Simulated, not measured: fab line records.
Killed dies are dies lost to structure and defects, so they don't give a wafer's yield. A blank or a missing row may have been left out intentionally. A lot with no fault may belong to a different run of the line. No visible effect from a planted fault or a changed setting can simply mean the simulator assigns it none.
The tool behind it: which one?	flow nandHarc	7 lots with 21 wafers sampled at 3 steps, on a route of 1159 steps

WHAT THE GAUGES SHOWED, per wafer
NHARC_THIN_TSV_CD_MEAS_33: target cd 5000 nm.
lot	measured	on	cdNm (nm)
L629	day 19 08:43	cdSem-03	5001.5 5000.3 4998.1
L630	day 20 03:20	cdSem-02	5001.5 5000.5 5000.4
L640	day 23 08:22	cdSem-02	5000.0 4999.7 4999.1
L643	day 23 19:24	cdSem-03	4999.5 5002.3 4998.5
L645	day 24 13:10	cdSem-02	4999.2 5000.2 5002.0

WHAT TOOL EACH LOT RAN ON (gives the tool, then ch and the chambers of the sampled wafers, and finally the start)
lot	NHARC_A_CONTACT_DEP_29	NHARC_THIN_TSV_ETCH_44
L629	pecvd-03 ch 1,2, day 16 19:25	rieDiel-12 ch 0,2, day 19 02:34
L630	pecvd-04 ch 1,2, day 17 11:07	rieDiel-11 ch 0,1,3, day 19 21:44
L634	pecvd-04 ch 0,1,2, day 19 17:32	-
L638	pecvd-04 ch 0,2, day 20 04:42	-
L640	pecvd-02 ch 0,1, day 20 10:52	rieDiel-12 ch 0,1,3, day 23 02:33
L643	pecvd-02 ch 0,1, day 21 02:28	rieDiel-11 ch 0,1,3, day 23 12:44
L645	pecvd-02 ch 0,2, day 22 00:40	rieDiel-06 ch 0,1,3, day 24 07:20
- NHARC_A_CONTACT_DEP_29: deposits SiON, target thk 70 nm.
- NHARC_THIN_TSV_ETCH_44: etches the open film in CF4/O2, target depth 1594.2 nm, time 797.1 s.

THE ANSWER, worked out from the rows above alone
Rule: usual is defined by the lots themselves. Put in order of their means at a reading, lots are off if they are a third of the lots or fewer, leave a main group of 4 or more, and stand apart from it by a gap of 3 or more times the standard deviation of the main group's means; of several such gaps the widest counts. The tables above print the reading to a certain number of digits; a main group whose means all agree to those digits is not used. A lot without any number at a reading at which 4 lots or more have one is off too. The other lots that the step has rows for count as sound.
No lot is off at any reading shown: from this, nothing can be told.

WHAT THE SIMULATOR HAD INSERTED
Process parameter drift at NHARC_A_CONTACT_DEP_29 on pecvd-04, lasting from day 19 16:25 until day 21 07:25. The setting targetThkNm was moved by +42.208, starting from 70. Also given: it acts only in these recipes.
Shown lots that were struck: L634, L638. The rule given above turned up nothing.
